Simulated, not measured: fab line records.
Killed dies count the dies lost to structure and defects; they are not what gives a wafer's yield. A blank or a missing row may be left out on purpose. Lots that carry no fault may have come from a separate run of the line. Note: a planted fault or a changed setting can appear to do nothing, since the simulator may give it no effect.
Matching of chambers | flow n5 finfet | rie diel-01 running N5_BEOL_M7_VIA_ETCH_34: 4 sister chambers
The step etches SiCOH lowk in C4F6/O2, target depth 125.5 nm, time 50.5 s. 18 wafers are shown with their chamber, then 9 later ones without.

## WAFERS PAIRED WITH THEIR CHAMBERS
wafer  | chamber | showerhead plenum p Torr (Torr) | drypump motor current A (A) | rf vpp V (V)
L074.1 | 3       | 3.00                            | 6.2                         | 674
L074.3 | 2       | 2.95                            | 5.6                         | 656
L074.5 | 2       | 2.95                            | 5.7                         | 659
L080.2 | 3       | 3.00                            | 6.2                         | 675
L080.3 | 0       | 2.77                            | 5.1                         | 686
L080.6 | 2       | 2.95                            | 5.6                         | 658
L083.3 | 1       | 2.80                            | 5.9                         | 658
L083.4 | 0       | 2.77                            | 5.1                         | 687
L083.6 | 3       | 2.99                            | 6.2                         | 676
L084.1 | 1       | 2.80                            | 6.0                         | 658
L084.5 | 0       | 2.77                            | 5.1                         | 688
L084.6 | 3       | 2.99                            | 6.2                         | 675
L086.1 | 2       | 2.94                            | 5.6                         | 657
L086.4 | 1       | 2.79                            | 5.9                         | 658
L086.5 | 3       | 2.99                            | 6.2                         | 674
L088.1 | 1       | 2.79                            | 5.9                         | 657
L088.2 | 0       | 2.77                            | 5.1                         | 686
L088.4 | 3       | 2.99                            | 6.2                         | 675

SIGNATURES (means of the wafers above)
reading                  | chamber 0 | chamber 1 | chamber 2 | chamber 3 | scatter within a chamber
showerhead plenum p Torr | 2.7700    | 2.7950    | 2.9475    | 2.9933    | 0.00469
drypump motor current A  | 5.100     | 5.925     | 5.625     | 6.200     | 0.0327
rf vpp V                 | 686.75    | 657.75    | 657.50    | 674.83    | 0.9
Rule: a wafer's distance from a chamber is the root of the sum, over the readings, of the square of ((its reading less the chamber's mean) divided by the reading's scatter). The wafer belongs to the nearest chamber; if the next one is less than 2 further off, it can't be placed. How the scatter is found: for the shown wafers, subtract from each reading the mean of its chamber, square and add these, divide the total by (wafers less chambers), then take the root.

## WAFERS WITH NO CHAMBER GIVEN
wafer  | showerhead plenum p Torr (Torr) | drypump motor current A (A) | rf vpp V (V)
L091.4 | 2.94                            | 5.6                         | 657
L091.5 | 2.79                            | 5.9                         | 659
L091.6 | 2.76                            | 5.1                         | 687
L093.1 | 2.76                            | 5.1                         | 686
L093.4 | 2.79                            | 5.9                         | 657
L093.5 | 2.94                            | 5.7                         | 658
L095.1 | 2.93                            | 5.6                         | 658
L095.3 | 2.79                            | 5.9                         | 659
L095.6 | 2.94                            | 5.6                         | 659

## WHICH CHAMBER EACH ONE RAN IN
wafer  | from the rows above | in truth
L091.4 | 2                   | 2
L091.5 | 1                   | 1
L091.6 | 0                   | 0
L093.1 | 0                   | 0
L093.4 | 1                   | 1
L093.5 | 2                   | 2
L095.1 | 2                   | 2
L095.3 | 1                   | 1
L095.6 | 2                   | 2
Placed correctly: 9 of 9. From these rows, 0 cannot be placed. Placed wrongly: 0.
